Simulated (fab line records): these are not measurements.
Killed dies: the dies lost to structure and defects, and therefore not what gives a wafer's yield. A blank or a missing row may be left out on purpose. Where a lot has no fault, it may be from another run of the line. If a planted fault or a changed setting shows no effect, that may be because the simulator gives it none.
fab line records || flow n5Finfet
record: {"lots": 3, "wafers": 9, "lastDay": 16}
route steps=1938 shown MOL_CONTACT_COAG@566 PASSIVATION@1936
lots that met no fault: taken from a fault-free run of the same line
startH: start of the lot's first displayed wafer, in hours after the record's first day || waitH: time in hours since the lot's previous step || " as in the row above || L1.1+2: several wafers, shown together as one row || - either no value or no given start || * or withheld: withheld || < > ~ a bound
route shown NAME@n: a module of which the file shows steps, and the number in the route of the first || usual: the fault-free wafers' mean and standard deviation || same: alike in all rows || chamber/n: place in a boat || sites: readings site by site || _std_site: standard deviation across them || _edge_site: outer sites' mean less inner sites' || radiusMm: for every site, how far away it sits from the centre of the wafer || mask NAME#n: copy n || behind: the most recent tool/chamber to have shaped the wafer || hold: cause of the lot's hold/its duration in hours/its outcome || device: transistor that didn't switch, given as n, p or np || end of line: tests of these same wafers at the route's end || a step given without rows: its recipe and nothing more || killed: the dies lost at the first sort to structure and to defects; this is not the yield of the wafer || map: a wafer's dies, x killed, . not, _ none there
set.NAME: the setting that was run; set.NAME@STEP: the one run at that earlier step || model.NAME: the simulator's own value behind a step, which no gauge read
lots at some steps of the route; a table a step, a row a wafer
services: a tool's chamber out of use, with start hour (startH, from the record's first day; less than 0 if before it), hours out, and reason
== steps ==
step: N5_MOL_CONTACT_COAG_COAT_77
recipe: {"resist": "underlayer", "tempC": 205, "timeS": 60, "spinRpm": 1500, "resistThkNm": 10}
step: N5_MOL_CONTACT_COAG_COAT_78
recipe: {"resist": "CAR-EUV", "spinRpm": 1500, "resistThkNm": 40}
step: N5_MOL_CONTACT_COAG_EBR_80
recipe: {"solvent": "PGMEA", "ebrWidthMm": 1.5}
step: N5_MOL_CONTACT_COAG_SOFTBAKE_79
recipe: {"tempC": 110, "timeS": 60, "resist": "CAR-EUV"}
step: N5_MOL_CONTACT_COAG_EXPOSE_81
recipe: {"maskId": "VG", "na": 0.33, "sourceShape": "annular", "sigmaInner": 0.3, "sigmaOuter": 0.7, "polarization": "unpolarized", "defocusNm": 0, "doseMj": 59.5}
step: N5_MOL_CONTACT_COAG_PEB_82
recipe: {"pebTempC": 100, "pebTimeS": 60, "resist": "CAR-EUV"}
step: N5_MOL_CONTACT_COAG_DEVELOP_83
recipe: {"developTimeS": 30, "developer": "TMAH", "resist": "CAR-EUV", "rinseLiquid": "surfactantRinse", "dry": "airSpin", "devTempC": 23}
step: N5_MOL_CONTACT_COAG_DESCUM_88
recipe: {"chemistry": "O2", "timeS": 7, "sourcePowerW": 50, "biasPowerW": 20, "pressureMtorr": 20, "rfFrequencyHz": 2.712e+07, "tempC": 40, "resist": "CAR-EUV", "o2FlowSccm": 225}
step: N5_MOL_CONTACT_COAG_ETCH_89
recipe: {"chemistry": "N2/H2", "target": "underlayer", "targetDepthA": 130, "maskMaterial": "CAR-EUV", "timeS": 10.4, "ionEnergyEv": 200, "pressureMtorr": 30, "sourceW": 840, "biasW": 150, "n2FlowSccm": 200, "h2FlowSccm": 200, "ends": "cleared"}
step: N5_MOL_CONTACT_COAG_ETCH_90
recipe: {"chemistry": "CF4", "target": "SiARC", "targetDepthA": 130, "maskMaterial": "CAR-EUV", "timeS": 21.7, "ionEnergyEv": 80, "pressureMtorr": 40, "sourceW": 545, "biasW": 36, "Ar_flow_sccm": 100, "cf4FlowSccm": 100, "ends": "cleared"}
usual: {"drypumpMotorCurrentA": "5.9/0.35", "etchRfOnTimeS": "21.6/0.33", "oesProductAu": "0.66/0.063", "rfFwdPowerW": "531.1/1.5", "rfVppV": "184.5/1.1", "showerheadPlenumPTorr": "2.17/0.061", "throttleValvePct": "15.68/0.28"}
{"lot.wafer": "L240.3", "tool": "rieDiel-04", "chamber": 3, "startH": 121.29, "waitH": 0.0, "drypumpMotorCurrentA": 6.2, "etchRfOnTimeS": 21.4, "oesProductAu": 0.66, "rfFwdPowerW": 532.8, "rfHoursCounterH": 156, "rfVppV": 185.1, "showerheadPlenumPTorr": 2.14, "throttleValvePct": 15.89}
{"lot.wafer": "L240.4", "tool": "rieDiel-04", "chamber": 0, "startH": 121.29, "waitH": 0.0, "drypumpMotorCurrentA": 6.3, "etchRfOnTimeS": 21.9, "oesProductAu": 0.61, "rfFwdPowerW": 533.2, "rfHoursCounterH": "-", "rfVppV": 185.4, "showerheadPlenumPTorr": 2.21, "throttleValvePct": 15.68}
{"lot.wafer": "L240.6", "tool": "rieDiel-04", "chamber": 3, "startH": 121.29, "waitH": 0.0, "drypumpMotorCurrentA": 6.2, "etchRfOnTimeS": 21.3, "oesProductAu": 0.66, "rfFwdPowerW": 530.3, "rfHoursCounterH": "-", "rfVppV": 184.2, "showerheadPlenumPTorr": 2.14, "throttleValvePct": 15.90}
{"lot.wafer": "L250.4", "tool": "rieDiel-04", "chamber": 2, "startH": 175.92, "waitH": 0.0, "drypumpMotorCurrentA": 6.1, "etchRfOnTimeS": 22.0, "oesProductAu": 0.64, "rfFwdPowerW": 532.0, "rfHoursCounterH": 161, "rfVppV": 184.5, "showerheadPlenumPTorr": 2.13, "throttleValvePct": 15.99}
{"lot.wafer": "L250.5", "tool": "rieDiel-04", "chamber": 3, "startH": 175.92, "waitH": 0.0, "drypumpMotorCurrentA": 6.3, "etchRfOnTimeS": 21.3, "oesProductAu": 0.65, "rfFwdPowerW": 529.6, "rfHoursCounterH": "-", "rfVppV": 184.6, "showerheadPlenumPTorr": 2.14, "throttleValvePct": 15.92}
{"lot.wafer": "L250.6", "tool": "rieDiel-04", "chamber": 0, "startH": 175.92, "waitH": 0.0, "drypumpMotorCurrentA": 6.3, "etchRfOnTimeS": 21.7, "oesProductAu": 0.61, "rfFwdPowerW": 530.7, "rfHoursCounterH": "-", "rfVppV": 184.0, "showerheadPlenumPTorr": 2.20, "throttleValvePct": 15.74}
{"lot.wafer": "L255.4", "tool": "rieDiel-05", "chamber": 3, "startH": 207.52, "waitH": 0.0, "drypumpMotorCurrentA": 5.8, "etchRfOnTimeS": 21.0, "oesProductAu": 0.72, "rfFwdPowerW": 530.2, "rfHoursCounterH": 62, "rfVppV": 184.3, "showerheadPlenumPTorr": 2.09, "throttleValvePct": 15.49}
{"lot.wafer": "L255.5", "tool": "rieDiel-05", "chamber": 1, "startH": 207.52, "waitH": 0.0, "drypumpMotorCurrentA": 5.5, "etchRfOnTimeS": 22.1, "oesProductAu": 0.59, "rfFwdPowerW": 530.2, "rfHoursCounterH": "-", "rfVppV": 185.8, "showerheadPlenumPTorr": 2.21, "throttleValvePct": 15.73}
{"lot.wafer": "L255.6", "tool": "rieDiel-05", "chamber": 2, "startH": 207.52, "waitH": 0.0, "drypumpMotorCurrentA": 5.5, "etchRfOnTimeS": 21.7, "oesProductAu": 0.72, "rfFwdPowerW": 531.2, "rfHoursCounterH": "-", "rfVppV": 185.3, "showerheadPlenumPTorr": 2.17, "throttleValvePct": 15.50}
step: N5_MOL_CONTACT_COAG_ALD_131
recipe: {"material": "SiO2", "targetThkA": 50, "tempC": 100, "aldPrecursorFamily": "BDEAS", "aldCoReactant": "O2-plasma", "pulseTimeS": 1, "coReactantPulseTimeS": 1, "purgeTimeS": 2, "coReactantPurgeTimeS": 2, "aldCycles": 35, "pressureTorr": 2}
step: N5_MOL_CONTACT_COAG_ETCHBACK_132
recipe: {"chemistry": "CHF3", "target": "SiO2", "targetDepthA": 100, "timeS": 6.7, "ionEnergyEv": 200, "pressureMtorr": 30, "sourceW": 610, "biasW": 170, "Ar_flow_sccm": 200, "CHF3_flow_sccm": 50}
step: N5_MOL_CONTACT_COAG_ETCH_91
recipe: {"chemistry": "N2/H2", "target": "SOC", "targetDepthA": 600, "overetchA": 210, "maskMaterial": "SiARC", "tempC": 40, "timeS": 101.2, "ionEnergyEv": 200, "pressureMtorr": 30, "sourceW": 840, "biasW": 150, "n2FlowSccm": 200, "h2FlowSccm": 200}
step: N5_MOL_CONTACT_COAG_STRIP_92
recipe: {"chemistry": "N2/H2", "tempC": 40, "n2FlowSccm": 200, "h2FlowSccm": 200, "rfFrequencyHz": 6e+07}
step: N5_MOL_CONTACT_COAG_STRIP_93
recipe: {"chemistry": "N2/H2", "tempC": 40, "n2FlowSccm": 200, "h2FlowSccm": 200, "rfFrequencyHz": 6e+07}
step: N5_MOL_CONTACT_COAG_ETCHBACK_135
recipe: {"chemistry": "CHF3", "target": "SiO2", "targetDepthA": 250, "timeS": 16.7, "ionEnergyEv": 200, "pressureMtorr": 30, "sourceW": 610, "biasW": 170, "Ar_flow_sccm": 200, "CHF3_flow_sccm": 50}
step: N5_MOL_CONTACT_COAG_STRIP_118
recipe: {"chemistry": "CHF3", "resist": "SiARC", "rfFrequencyHz": 6e+07}
step: N5_MOL_CONTACT_COAG_VIA_ETCH_46
recipe: {"chemistry": "C4F6/O2", "targetDepthA": 460, "overetchA": 92, "maskMaterial": "SOC", "target": "SiO2", "biasW": 455, "pressureMtorr": 10, "timeS": 40, "sourceW": 325, "Ar_flow_sccm": 300, "C4F6_flow_sccm": 10, "O2_flow_sccm": 10, "ionEnergyEv": 575.3, "ends": "endPoint"}
step: N5_MOL_CONTACT_COAG_STRIP_96
recipe: {"chemistry": "N2/H2", "powerW": 500, "tempC": 40, "pressureMtorr": 50, "rfFrequencyHz": 6e+07, "overashFraction": 0.3, "biasPowerW": 28, "h2Frac": 0.5, "n2FlowSccm": 300, "h2FlowSccm": 300}
step: N5_MOL_CONTACT_COAG_ETCH_47
recipe: {"chemistry": "CH3F/O2", "target": "SiNx", "targetDepthA": 270, "maskMaterial": "SiO2", "stopOn": "W", "overEtchFrac": 0.2, "ionEnergyEv": 120, "endpoint": "OES-CN", "pressureMtorr": 30, "sourceW": 395, "biasW": 73, "Ar_flow_sccm": 150, "CH3F_flow_sccm": 30, "O2_flow_sccm": 20, "ends": "endPoint"}
step: N5_MOL_CONTACT_COAG_STRIP_119
recipe: {"chemistry": "N2/H2", "timeS": 30, "powerW": 1000, "tempC": 250, "pressureMtorr": "withheld", "n2FlowSccm": 1750, "h2FlowSccm": 3250}
step: N5_MOL_CONTACT_COAG_PRECLEAN_144
recipe: {"chemistry": "alkalineClean", "tempC": 60, "timeS": 60, "doPpb": 50}
step: N5_MOL_CONTACT_COAG_SRD_145
recipe: {"dry": "ipaMarangoni", "timeS": 30, "tempC": 23, "rinseLiquid": "diw"}
step: N5_MOL_CONTACT_COAG_COAT_62
recipe: {"resist": "SOC", "tempC": 250, "timeS": 60, "spinRpm": 1500, "resistThkNm": 60}
step: N5_MOL_CONTACT_COAG_COAT_63
recipe: {"resist": "SiARC", "tempC": 220, "timeS": 60, "spinRpm": 1500, "resistThkNm": 10}
step: N5_MOL_CONTACT_COAG_COAT_64
recipe: {"resist": "underlayer", "tempC": 205, "timeS": 60, "spinRpm": 1500, "resistThkNm": 10}
step: N5_MOL_CONTACT_COAG_COAT_34
recipe: {"resist": "CAR-EUV", "spinRpm": 1500, "resistThkNm": 40}
step: N5_MOL_CONTACT_COAG_EBR_36
recipe: {"solvent": "PGMEA", "ebrWidthMm": 1.5}
step: N5_MOL_CONTACT_COAG_SOFTBAKE_35
recipe: {"tempC": 110, "timeS": 60, "resist": "CAR-EUV"}
step: N5_MOL_CONTACT_COAG_EXPOSE_37
recipe: {"maskId": "VD", "na": 0.33, "sourceShape": "annular", "sigmaInner": 0.3, "sigmaOuter": 0.7, "polarization": "unpolarized", "defocusNm": 0, "doseMj": 62}
step: N5_MOL_CONTACT_COAG_PEB_38
recipe: {"pebTempC": 100, "pebTimeS": 60, "resist": "CAR-EUV"}
step: N5_MOL_CONTACT_COAG_DEVELOP_39
recipe: {"developTimeS": 30, "developer": "TMAH", "resist": "CAR-EUV", "rinseLiquid": "surfactantRinse", "dry": "airSpin", "devTempC": 23}
step: N5_MOL_CONTACT_COAG_INSPECT_42
recipe: {"mode": "adi", "inspectInstrument": "brightfield"}
usual: {"rawDefectCount": "226/70"}
{"lot.wafer": "L240.3", "tool": "defectInspect-02", "chamber": "-", "startH": 122.61, "waitH": 0.0, "rawDefectCount": 219}
{"lot.wafer": "L240.4", "tool": "defectInspect-02", "chamber": "-", "startH": 122.61, "waitH": 0.0, "rawDefectCount": 392}
{"lot.wafer": "L240.6", "tool": "defectInspect-02", "chamber": "-", "startH": 122.61, "waitH": 0.0, "rawDefectCount": 292}
{"lot.wafer": "L250.4", "tool": "defectInspect-01", "chamber": "-", "startH": 177.13, "waitH": 0.0, "rawDefectCount": 208}
{"lot.wafer": "L250.5", "tool": "defectInspect-01", "chamber": "-", "startH": 177.13, "waitH": 0.0, "rawDefectCount": 325}
{"lot.wafer": "L250.6", "tool": "defectInspect-01", "chamber": "-", "startH": 177.13, "waitH": 0.0, "rawDefectCount": 457}
{"lot.wafer": "L255.4", "tool": "defectInspect-01", "chamber": "-", "startH": 208.88, "waitH": 0.0, "rawDefectCount": 153}
{"lot.wafer": "L255.5", "tool": "defectInspect-01", "chamber": "-", "startH": 208.88, "waitH": 0.0, "rawDefectCount": 176}
{"lot.wafer": "L255.6", "tool": "defectInspect-01", "chamber": "-", "startH": 208.88, "waitH": 0.0, "rawDefectCount": 157}
step: N5_MOL_CONTACT_COAG_DESCUM_45
recipe: {"chemistry": "O2", "timeS": 7, "sourcePowerW": 50, "biasPowerW": 20, "pressureMtorr": 20, "rfFrequencyHz": 2.712e+07, "tempC": 40, "resist": "CAR-EUV", "o2FlowSccm": 225}
step: N5_PASSIVATION_PROBE_49
usual: {"killed_at_M0_to_M3": "35/11", "killed_at_M4_up": "14/5.4", "killedAtContacts": "12/6.2", "killedAtFrontEnd": "38/11", "killedAtOther": "4.1/2.8", "killedDies": "103/17", "killedOpen": "66/13", "killedShort": "34/8.2"}
same: {"grossDies": 1180, "killedAtBackSide": 0}
{"lot.wafer": "L240.3", "tool": "prober-02", "chamber": "-", "startH": 278.08, "waitH": 0.1, "killed_at_M0_to_M3": 37, "killed_at_M4_up": 9, "killedAtContacts": 19, "killedAtFrontEnd": 30, "killedAtOther": 2, "killedDies": 97, "killedOpen": 65, "killedShort": 31}
{"lot.wafer": "L240.4", "tool": "prober-02", "chamber": "-", "startH": 278.13, "waitH": 0.2, "killed_at_M0_to_M3": 35, "killed_at_M4_up": 7, "killedAtContacts": 31, "killedAtFrontEnd": 22, "killedAtOther": 1, "killedDies": 96, "killedOpen": 65, "killedShort": 29}
{"lot.wafer": "L240.6", "tool": "prober-02", "chamber": "-", "startH": 278.23, "waitH": 0.3, "killed_at_M0_to_M3": 37, "killed_at_M4_up": 18, "killedAtContacts": 17, "killedAtFrontEnd": 46, "killedAtOther": 3, "killedDies": 121, "killedOpen": 84, "killedShort": 36}
{"lot.wafer": "L250.4", "tool": "prober-02", "chamber": "-", "startH": 346.12, "waitH": 0.2, "killed_at_M0_to_M3": 34, "killed_at_M4_up": 8, "killedAtContacts": 13, "killedAtFrontEnd": 44, "killedAtOther": 5, "killedDies": 104, "killedOpen": 66, "killedShort": 36}
{"lot.wafer": "L250.5", "tool": "prober-02", "chamber": "-", "startH": 346.17, "waitH": 0.2, "killed_at_M0_to_M3": 17, "killed_at_M4_up": 22, "killedAtContacts": 5, "killedAtFrontEnd": 69, "killedAtOther": 2, "killedDies": 115, "killedOpen": 71, "killedShort": 40}
{"lot.wafer": "L250.6", "tool": "prober-02", "chamber": "-", "startH": 346.22, "waitH": 0.3, "killed_at_M0_to_M3": 20, "killed_at_M4_up": 17, "killedAtContacts": 70, "killedAtFrontEnd": 35, "killedAtOther": 4, "killedDies": 146, "killedOpen": 53, "killedShort": 28}
{"lot.wafer": "L255.4", "tool": "prober-02", "chamber": "-", "startH": 386.97, "waitH": 0.2, "killed_at_M0_to_M3": 51, "killed_at_M4_up": 10, "killedAtContacts": 7, "killedAtFrontEnd": 43, "killedAtOther": 6, "killedDies": 117, "killedOpen": 74, "killedShort": 39}
{"lot.wafer": "L255.5", "tool": "prober-02", "chamber": "-", "startH": 387.02, "waitH": 0.2, "killed_at_M0_to_M3": 32, "killed_at_M4_up": 11, "killedAtContacts": 2, "killedAtFrontEnd": 63, "killedAtOther": 9, "killedDies": 117, "killedOpen": 82, "killedShort": 34}
{"lot.wafer": "L255.6", "tool": "prober-02", "chamber": "-", "startH": 387.07, "waitH": 0.3, "killed_at_M0_to_M3": 23, "killed_at_M4_up": 6, "killedAtContacts": 6, "killedAtFrontEnd": 31, "killedAtOther": 9, "killedDies": 75, "killedOpen": 41, "killedShort": 32}
killed by level:class
L240.3 MOL_CONTACT_COAG:geometricParticle:open=18 BEOL_M0_SAQP:geometricParticle:short=10 BEOL_M0_SAQP:geometricParticle:open=9 DUMMY_GATE:geometricParticle:open=8 STI_FIN_REVEAL:geometricParticle:open=7 GATE_CUT:geometricParticle:short=6 BEOL_M1:geometricParticle:open=6 BEOL_M1:geometricParticle:short=5
L240.4 MOL_CONTACT_COAG:geometricParticle:open=25 BEOL_M0_SAQP:geometricParticle:short=9 BEOL_M3:geometricParticle:open=7 MOL_CONTACT_COAG:geometricParticle:short=6 BEOL_M0_SAQP:geometricParticle:open=5 BEOL_M1:geometricParticle:open=5 DUMMY_GATE:geometricParticle:open=4 BEOL_M1:geometricParticle:short=4
L240.6 BEOL_M1:geometricParticle:open=14 MOL_CONTACT_COAG:geometricParticle:open=12 BEOL_M4:geometricParticle:open=10 BEOL_M1:geometricParticle:short=9 GATE_CUT:geometricParticle:short=8 FIN_SAQP:geometricParticle:open=7 BEOL_M3:geometricParticle:open=7 STI_FIN_REVEAL:geometricParticle:open=6
L250.4 BEOL_M0_SAQP:geometricParticle:open=14 STI_FIN_REVEAL:geometricParticle:open=12 MOL_CONTACT_COAG:geometricParticle:open=10 BEOL_M0_SAQP:geometricParticle:short=8 FIN_SAQP:geometricParticle:open=6 ILD0:geometricParticle:short=5 FIN_SAQP:geometricParticle:short=4 DUMMY_GATE:geometricParticle:open=4
L250.5 FIN_SAQP:geometricParticle:open=19 STI_FIN_REVEAL:geometricParticle:open=12 FIN_SAQP:geometricParticle:short=10 GATE_CUT:geometricParticle:short=5 BEOL_M3:geometricParticle:open=5 BEOL_M4:geometricParticle:open=5 ILD0:geometricParticle:open=4 STI_FIN_REVEAL:geometricParticle:short=4
L250.6 MOL_CONTACT_COAG:unspecified=61 BEOL_M0_SAQP:geometricParticle:open=8 FIN_SAQP:geometricParticle:short=6 STI_FIN_REVEAL:geometricParticle:open=6 MOL_CONTACT_COAG:geometricParticle:open=6 BEOL_M0_SAQP:geometricParticle:short=5 STARTING-WAFER:geometricParticle:open=5 FIN_SAQP:geometricParticle:open=4
L255.4 BEOL_M0_SAQP:geometricParticle:short=14 BEOL_M0_SAQP:geometricParticle:open=13 BEOL_M2:geometricParticle:open=13 FIN_SAQP:geometricParticle:open=8 FIN_SAQP:geometricParticle:short=7 GATE_CUT:geometricParticle:short=6 BEOL_M4:geometricParticle:open=6 BEOL_M0:geometricParticle:open=5
L255.5 FIN_SAQP:geometricParticle:open=27 FIN_SAQP:geometricParticle:short=8 BEOL_M0_SAQP:geometricParticle:open=7 ILD0:geometricParticle:short=7 BEOL_M0_SAQP:geometricParticle:short=7 BEOL_M2:geometricParticle:open=6 DUMMY_GATE:geometricParticle:open=5 BEOL_M4:geometricParticle:open=5
L255.6 FIN_SAQP:geometricParticle:open=8 BEOL_M0_SAQP:geometricParticle:open=8 BEOL_M0_SAQP:geometricParticle:short=7 MOL_CONTACT_COAG:geometricParticle:open=5 BEOL_M3:geometricParticle:short=4 FIN_SAQP:geometricParticle:short=3 STI_FIN_REVEAL:geometricParticle:open=3 GATE_CUT:geometricParticle:short=3
map L250.6 (x killed, . not)
_________________....x.xxxxxx________________
______________...x...xxxxxxxxx.x_____________
___________.......xxxxxxxxxxxxxx...__________
__________....x......xxxxxxxxx.....x_________
________..x.....x...x.xx.xxxxx..x....._______
_______.........x.....xx.x.xx..........______
______.....xx....x.....x.xxx.x....xx...._____
_____....x............xx...xx..x.x.......____
____............x.xx.................xx...___
___.......................x.x........x.....__
___...x.....x..............................__
__...........x.............................._
__........xx..........x..........x.........._
_...................................x.......x
_......................x.............x.......
_.....x...x.........x........................
_................x....xxx.......xx...........
_.....x.....x.....x..........................
_xx...x................x...............x.....
_............x...........................x...
_..x...x..........x........x.xx...........x..
__..x.............x......x.................._
__.x......x.........x....x.x................_
___....x......................x............__
___...........x............................__
____........xxx...........................___
_____...........x.........x..............____
______................x..........xx....._____
_______............x.............x.....______
________........................x....._______
__________........................x._________
___________..................x.....__________
______________.................._____________
_________________............________________
map L240.6 (x killed, . not)
_________________x.......x...________________
______________.....x...x.x......_____________
___________..............x.......x.__________
__________..................x..x...._________
________........xx.....x.............._______
_______...........x....x.x.....x......x______
______......x...........x....x.........._____
_____................x......x............____
____............x...............x.........___
___x............x........x.......x....x...x__
___......x.....x.x.....x..................x__
__x......x.x.........x..........xx.........x_
__...x........x..x..........x............x.._
_.x........x.............x...................
_..............x....xx.x..x................x.
_x.................x..........xx....x........
_.....x......x..............x............xx..
_................x.......x...x...x...........
_...x............x....x.xx.x....x....xx......
_x..x.............x..........................
_....x......x...x.....x..........x...x.....x.
__..................x...xxx................._
__x........x........x.........x.......x....._
___.................x......................__
___....................x.....x............x__
____.....x............x.......x...........___
_____.............x...........x.......x.x____
______....x...........x................._____
_______..x.............................______
________........x.....x........x..x..._______
__________....x............x........_________
___________.x....................x.__________
______________....x............._____________
_________________............________________
== services ==
{"tool": "rieDiel-04", "chamber": 2, "startH": 116.92, "hours": 6.0, "kind": "repair"}
{"tool": "rieDiel-04", "chamber": 1, "startH": 198.07, "hours": "-", "kind": "clean"}
{"tool": "rieDiel-04", "chamber": 1, "startH": 198.07, "hours": "-", "kind": "consumableReplace:focusRing"}
{"tool": "rieDiel-04", "chamber": 1, "startH": 198.07, "hours": 16.8, "kind": "scheduledDown"}
{"tool": "rieDiel-04", "chamber": 1, "startH": 198.07, "hours": 16.8, "kind": "ventCycle"}
== key ==
firstSign: {"step": "N5_MOL_CONTACT_COAG_INSPECT_42", "reading": "rawDefectCount", "direction": "up", "sigmas": 3.3, "usual": 226, "struck": 457}
effect: {"step": "N5_PASSIVATION_PROBE_49", "reading": "killedAtContacts", "direction": "up", "sigmas": 9.4, "usual": 12, "struck": 70}
moreKillsBornAt: {"N5_MOL_CONTACT_COAG_ETCH_90@rieDiel-04": 61}
metAt N5_MOL_CONTACT_COAG_ETCH_90
struckWafers L250.6
testerLeftOut L250
onsetBetween 121.29 175.92
fault: {"kind": "chamberParticleSource", "tool": "rieDiel-04", "chamber": 0, "onsetH": 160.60, "steps": "N5_MOL_CONTACT_COAG_ETCH_90", "ratePerVisitCm2": 0.39958, "endH": 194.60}
testerLeftOut: of these lots the tester's yield and bins aren't shown, on N5 and GAA mostly nor the transistor test; their killed dies are dies lost to structure and defects alone, not to doping, threshold or leakage, so they don't give the yield
